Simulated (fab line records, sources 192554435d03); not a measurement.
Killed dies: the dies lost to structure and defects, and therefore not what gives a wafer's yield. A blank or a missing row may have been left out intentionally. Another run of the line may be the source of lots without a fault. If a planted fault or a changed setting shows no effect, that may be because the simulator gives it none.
Matching of chambers -- flow n5-finfet -- 4 sister chambers for N5_BEOL_M0_CUTY_DESCUM_61 on rie-diel-06
The step chemistry O2, time 7.9 s. 16 wafers are shown with their chamber, then 8 later ones without.

== EACH WAFER AND ITS CHAMBER ==
wafer,chamber,drypump-motor-current-A (A),showerhead-plenum-p-Torr (Torr),oes-product-au (a.u.)
L079.1,1,6.5,2.13,0.86
L079.3,0,5.3,2.14,0.76
L079.4,3,4.8,2.06,0.93
L080.3,3,4.8,2.05,0.93
L080.4,1,6.5,2.12,0.86
L080.5,3,4.8,2.05,0.92
L084.1,1,6.5,2.12,0.84
L084.4,1,6.5,2.12,0.84
L084.6,3,4.8,2.05,0.90
L085.1,0,5.3,2.14,0.76
L085.4,2,5.4,2.15,0.97
L085.6,1,6.5,2.12,0.84
L090.1,3,4.8,2.05,0.89
L090.2,1,6.5,2.12,0.84
L090.6,1,6.4,2.12,0.84
L093.1,1,6.5,2.12,0.82

SIGNATURES (means of the wafers above)
reading,chamber 0,chamber 1,chamber 2,chamber 3,scatter within a chamber
drypump-motor-current-A,5.300,6.487,5.400,4.800,0.027
showerhead-plenum-p-Torr,2.1400,2.1212,2.1500,2.0520,0.00374
oes-product-au,0.7600,0.8425,0.9700,0.9140,0.0143
Rule: a wafer's distance from a chamber is the root of the sum, over the readings, of the square of ((its reading less the chamber's mean) divided by the reading's scatter). The wafer belongs to the nearest chamber; if the next one is less than 2 further off, it can't be placed. How the scatter is found: for the shown wafers, subtract from each reading the mean of its chamber, square and add these, divide the total by (wafers less chambers), then take the root.

== WAFERS WITH NO CHAMBER GIVEN ==
wafer,drypump-motor-current-A (A),showerhead-plenum-p-Torr (Torr),oes-product-au (a.u.)
L093.5,5.3,2.13,0.73
L093.6,6.5,2.12,0.82
L095.1,5.4,2.15,0.93
L095.2,4.8,2.04,0.86
L095.4,6.5,2.11,0.82
L097.1,5.3,2.13,0.73
L097.4,5.4,2.14,0.91
L097.5,5.4,2.14,0.92

== CHAMBER TAKEN BY EACH ==
wafer,from the rows above,in truth
L093.5,0,0
L093.6,1,1
L095.1,2,2
L095.2,3,3
L095.4,1,1
L097.1,0,0
L097.4,2,2
L097.5,2,2
Correct placement for 8 of the 8. Not placeable from these rows: 0. Wrongly placed: 0.
